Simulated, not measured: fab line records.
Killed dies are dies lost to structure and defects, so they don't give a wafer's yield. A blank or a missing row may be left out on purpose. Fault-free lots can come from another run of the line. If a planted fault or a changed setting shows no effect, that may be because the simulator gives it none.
The tool behind it: which one? | flow n5_finfet | 27 wafers from 9 lots sampled at 5 of the route's 1938 steps

## WHAT THE GAUGES READ, wafer by wafer
N5_BEOL_M4_RC_MEAS_101.
lot  | measured     | on        | DIBL_N (mV/V)
L965 | day 8 16:52  | prober-02 | 35.2 36.5 34.0
L966 | day 9 09:17  | prober-02 | 38.2 37.8 36.8
L970 | day 10 23:01 | prober-02 | 35.3 34.5 35.5
L975 | day 11 15:20 | prober-01 | 37.1 38.1 36.8
L982 | day 12 17:49 | prober-01 | 34.4 34.2 36.5
L983 | day 13 17:42 | prober-01 | 34.7 34.2 35.3
L985 | day 14 16:38 | prober-02 | 37.8 37.4 38.6
L986 | day 14 00:37 | prober-02 | 35.7 35.4 35.3
L987 | day 15 03:52 | prober-01 | 38.4 36.3 37.2

## EACH LOT AND THE TOOL THAT RAN IT (in order: tool; ch and the chambers of the sampled wafers; start)
lot  | N5_SD_EPI_N_ETCH_16               | N5_SD_EPI_N_SD_RECESS_17        | N5_SD_EPI_P_ETCHBACK_46           | N5_SD_EPI_P_ETCH_16
L965 | rie_diel-01 ch 2,3, day 3 04:55   | rie_si-03 ch 1,2,3, day 3 05:02 | rie_diel-04 ch 1,2, day 3 10:20   | rie_diel-04 ch 1,2, day 3 10:32
L966 | rie_diel-01 ch 0,1,3, day 3 13:34 | rie_si-05 ch 0,1,3, day 3 13:39 | rie_diel-04 ch 1,2,3, day 3 20:39 | rie_diel-04 ch 1,2,3, day 3 20:51
L970 | rie_diel-01 ch 2,3, day 4 09:48   | rie_si-06 ch 1,2,3, day 4 09:52 | rie_diel-06 ch 1,2,3, day 4 14:08 | rie_diel-06 ch 1,2,3, day 4 14:20
L975 | rie_diel-03 ch 0,2,3, day 5 21:33 | rie_si-06 ch 0,1, day 5 21:37   | rie_diel-06 ch 1,2, day 6 01:39   | rie_diel-06 ch 1,2, day 6 01:51
L982 | rie_diel-02 ch 1,2,3, day 7 08:24 | rie_si-03 ch 2,3, day 7 08:28   | rie_diel-04 ch 0,1,2, day 7 12:37 | rie_diel-04 ch 0,1,2, day 7 12:49
L983 | rie_diel-01 ch 2,3, day 7 15:47   | rie_si-03 ch 2,3, day 7 15:52   | rie_diel-05 ch 0,1,2, day 7 19:57 | rie_diel-05 ch 0,1,2, day 7 20:09
L985 | rie_diel-03 ch 0,2,3, day 8 03:08 | rie_si-03 ch 0,2, day 8 03:13   | rie_diel-04 ch 0,1, day 8 08:07   | rie_diel-04 ch 0,1, day 8 08:19
L986 | rie_diel-03 ch 0,1,2, day 8 08:44 | rie_si-05 ch 0,1,2, day 8 08:49 | rie_diel-06 ch 0,3, day 8 13:53   | rie_diel-06 ch 0,3, day 8 14:05
L987 | rie_diel-02 ch 0,2,3, day 8 17:40 | rie_si-05 ch 0,2, day 8 17:44   | rie_diel-06 ch 0,1,3, day 8 22:38 | rie_diel-06 ch 0,1,3, day 8 22:50
- N5_SD_EPI_N_ETCH_16: etches SiO2 in CHF3/O2, target depth 5 nm.
- N5_SD_EPI_N_SD_RECESS_17: chemistry HBr/Cl2/O2, target depth 41 nm, time 23.7 s, bt time 3 s.
- N5_SD_EPI_P_ETCHBACK_46: etches SiNx in CH3F/O2, stops on SiO2, target depth 17.5 nm.
- N5_SD_EPI_P_ETCH_16: etches SiO2 in CHF3/O2, target depth 5 nm.

## THE ANSWER, worked out from the rows above alone
Rule: the usual values come from the lots themselves. The widest of any qualifying gaps counts: lots, ordered by their means at a reading, are off when they make up no more than a third of the lots, leave a main group of 4 or more, and stand apart from it by 3 or more times the standard deviation of that group's means. A main group is skipped when, at the precision printed for the reading in the tables above, its means are all equal. Also off: a lot with no number at a reading for which 4 or more lots have one. Where the step has rows for the other lots, those lots are counted as sound.
No lot is off on any of the readings shown, so nothing can be concluded from this.

## WHAT HAD BEEN PUT IN BY THE SIMULATOR
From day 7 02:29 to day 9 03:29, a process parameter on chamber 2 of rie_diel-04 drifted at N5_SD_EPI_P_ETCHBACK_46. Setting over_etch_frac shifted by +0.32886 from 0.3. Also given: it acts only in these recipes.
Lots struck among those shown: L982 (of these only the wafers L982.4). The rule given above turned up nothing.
